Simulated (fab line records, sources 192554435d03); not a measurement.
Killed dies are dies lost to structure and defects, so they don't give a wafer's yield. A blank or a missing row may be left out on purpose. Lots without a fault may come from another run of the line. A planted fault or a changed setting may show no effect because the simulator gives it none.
Chamber matching | flow n5_finfet | N5_BEOL_M3_DEP_57 on pecvd-04: 3 sister chambers
The step deposits SiCN from 3MS/NH3, target thk 8 nm, time 14 s. 6 wafers are shown with their chamber, then 11 later ones without.

WAFERS WITH THEIR CHAMBER
wafer  | chamber | throttle_valve_pct (%) | showerhead_plenum_p_Torr (Torr)
L096.1 | 2       | 8.9                    | 3.673
L096.3 | 1       | 9.8                    | 3.673
L096.4 | 0       | 9.3                    | 3.700
L096.5 | 2       | 8.9                    | 3.681
L096.6 | 1       | 9.9                    | 3.658
L095.1 | 0       | 9.3                    | 3.701

WAFERS WITHOUT THEIR CHAMBER
wafer  | throttle_valve_pct (%) | showerhead_plenum_p_Torr (Torr)
L095.2 | 10.0                   | 3.670
L095.4 | 10.2                   | 3.674
L094.1 | 9.9                    | 3.672
L094.4 | 9.0                    | 3.710
L094.5 | 9.9                    | 3.676
L097.1 | 9.2                    | 3.718
L097.2 | 10.2                   | 3.674
L097.3 | 8.7                    | 3.673
L097.4 | 9.7                    | 3.681
L097.5 | 9.5                    | 3.707
L097.6 | 8.9                    | 3.681

WHICH CHAMBER EACH WENT THROUGH
wafer  | from the rows above | in truth
L095.2 | 1                   | 1
L095.4 | 1                   | 1
L094.1 | 1                   | 1
L094.4 | 2                   | 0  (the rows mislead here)
L094.5 | 1                   | 1
L097.1 | 0                   | 0
L097.2 | 1                   | 1
L097.3 | 2                   | 2
L097.4 | 1                   | 1
L097.5 | 0                   | 0
L097.6 | 2                   | 2
Placed correctly: 10 of 11. Can't be placed from these rows: 0. Placed wrongly: 1.
How it was worked out, from the rows above alone: a wafer's distance from a chamber is the root of the sum, over the readings, of the square of ((its reading less the chamber's mean) divided by the reading's scatter). The wafer belongs to the nearest chamber; if the next one is less than 2 further off, it can't be placed. A chamber's mean is the mean of its shown wafers. The scatter: the root of (the sum of the squares of (reading less its chamber's mean) over the shown wafers, divided by (wafers less chambers)).
